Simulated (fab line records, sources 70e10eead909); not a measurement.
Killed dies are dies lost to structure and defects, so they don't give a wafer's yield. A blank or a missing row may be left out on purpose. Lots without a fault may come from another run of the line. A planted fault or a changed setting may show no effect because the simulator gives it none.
Chamber matching | flow nand_harc | NHARC_A_CONTACT_CMP_20 on cmp-02: 4 sister chambers
The step polishes, t overpolish 30 s, target thk 300 nm. 4 wafers are shown with their chamber, then 9 later ones without.

WAFERS WITH THEIR CHAMBER
wafer  | chamber | motor_current_A (A)
L087.2 | 1       | 11.3
L087.3 | 2       | 10.0
L088.5 | 0       | 12.0
L088.6 | 3       | 11.7

WAFERS WITHOUT THEIR CHAMBER
wafer  | motor_current_A (A)
L090.2 | 12.4
L090.3 | 12.4
L090.6 | 13.1
L091.1 | 10.3
L091.4 | 12.6
L091.5 | 11.9
L096.1 | 11.9
L096.5 | 9.8
L096.6 | 12.0

WHICH CHAMBER EACH WENT THROUGH
wafer  | from the rows above          | in truth
L090.2 | can't be placed: 0 or 3 or 1 | 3
L090.3 | can't be placed: 0 or 3 or 1 | 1
L090.6 | can't be placed: 0 or 3 or 1 | 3
L091.1 | can't be placed: 2 or 1      | 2
L091.4 | can't be placed: 0 or 3 or 1 | 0
L091.5 | can't be placed: 0 or 3 or 1 | 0
L096.1 | can't be placed: 0 or 3 or 1 | 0
L096.5 | 2                            | 2
L096.6 | can't be placed: 0 or 3 or 1 | 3
Placed correctly: 1 of 9. Can't be placed from these rows: 8 (the true chamber is among the candidates in 8). Placed wrongly: 0.
How it was worked out, from the rows above alone: a wafer's distance from a chamber is the root of the sum, over the readings, of the square of ((its reading less the chamber's mean) divided by the reading's scatter). The wafer belongs to the nearest chamber; if the next one is less than 2 further off, it can't be placed. A chamber's mean is the mean of its shown wafers. The scatter: with one shown wafer a chamber, the root of the mean of the squares of how far each hidden wafer lies from its nearest shown one.
